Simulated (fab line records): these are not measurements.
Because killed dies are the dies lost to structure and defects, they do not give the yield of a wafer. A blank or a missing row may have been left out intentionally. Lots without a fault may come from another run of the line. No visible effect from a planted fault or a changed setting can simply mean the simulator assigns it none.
Problem report, 8D (eight disciplines) form, completed by code :: flow n5 finfet :: the parts of the form that need people (team, actions taken, sign-off) are left out

## 1. PROBLEM STATEMENT
Wafers without a fault read 249.99 C, standard deviation 0.18; plate temp C at N5_BEOL_M11_COAT_63 reads a mean of 228.04 C on 6 wafers belonging to 2 lots. That is -99 or more standard deviations from the usual mean.
The step: time 60 s, resist thk 100 nm.
First observed at day 15 21:08: wafer L874.1, on litho track-01. The record has a number at this step for 18 wafers belonging to 6 lots. By rule, "out" or "out of limits" means more than 4 standard deviations away from the usual mean. The rest of the wafers with a number are treated as sound.

## 2. WHAT IT IS; WHAT IT IS NOT
question: which readings at this step
is: plate temp C, heater power total W
is not: -

question: which lots
is: L874, L877
is not: L857, L859, L869, L872

question: which wafers of those lots
is: all that have a number
is not: -

question: read on which tools
is: litho track-01
is not: litho track-05

question: when
is: from day 15 21:08
is not: up to then (12 sound wafers)

## 3. SUSPECTS, AND WHAT RULES EACH OUT
Counting: any tool at a process step up to the reading is kept as a suspect provided that every lot that is out went through it and no sound lot did after the first of them.
- rie diel-02 at N5_BEOL_M11_STRIP_19 (strips in O2): kept. Every lot that is out went through it, starting with L874 (day 15 21:01), and after that it ran no sound lot; the last sound lot it ran before then is L872 (day 14 20:17).
- litho track-01 at N5_BEOL_M11_COAT_63 (time 60 s, resist thk 100 nm): kept. Every lot that is out went through it, starting with L874 (day 15 21:08), and after that it ran no sound lot; the last sound lot it ran before then is L869 (day 14 10:20). Out on those wafers are its own readings of heater power total W, plate temp C.
What counting leaves: rie diel-02 at N5_BEOL_M11_STRIP_19 and litho track-01 at N5_BEOL_M11_COAT_63.

## 4. THE CAUSE (what the simulator had put in)
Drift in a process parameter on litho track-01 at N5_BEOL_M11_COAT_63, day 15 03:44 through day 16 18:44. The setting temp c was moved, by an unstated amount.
Of the 2 suspects that counting leaves, this tool is one.

## 5. SEQUENCE OF EFFECTS, ordered by route
Rows list readings where the struck wafers' mean (over those with a number) sits beyond 3 standard deviations from the usual. Scope: only readings with a usual standard deviation given in the record; hours: median across lots of the time from each lot's start at the first step in this table that gives one to its start at this step; sigmas: change in usual standard deviations.
hours: 0
step: N5_BEOL_M11_COAT_63
reading: heater power total W
usual: 500.4 W
on struck wafers: 444.8
change: -55.6
sigmas: -31

hours: 0
step: N5_BEOL_M11_COAT_63
reading: plate temp C
usual: 249.99 C
on struck wafers: 228.04
change: -21.95
sigmas: -99 or more
The process steps in it:
- N5_BEOL_M11_COAT_63: time 60 s, resist thk 100 nm.

## 6. WHAT WOULD HAVE CAUGHT IT SOONER
17 hours passed between the start of the fault at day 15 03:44 and the first reading out of limits in this record, taken at day 15 21:08.
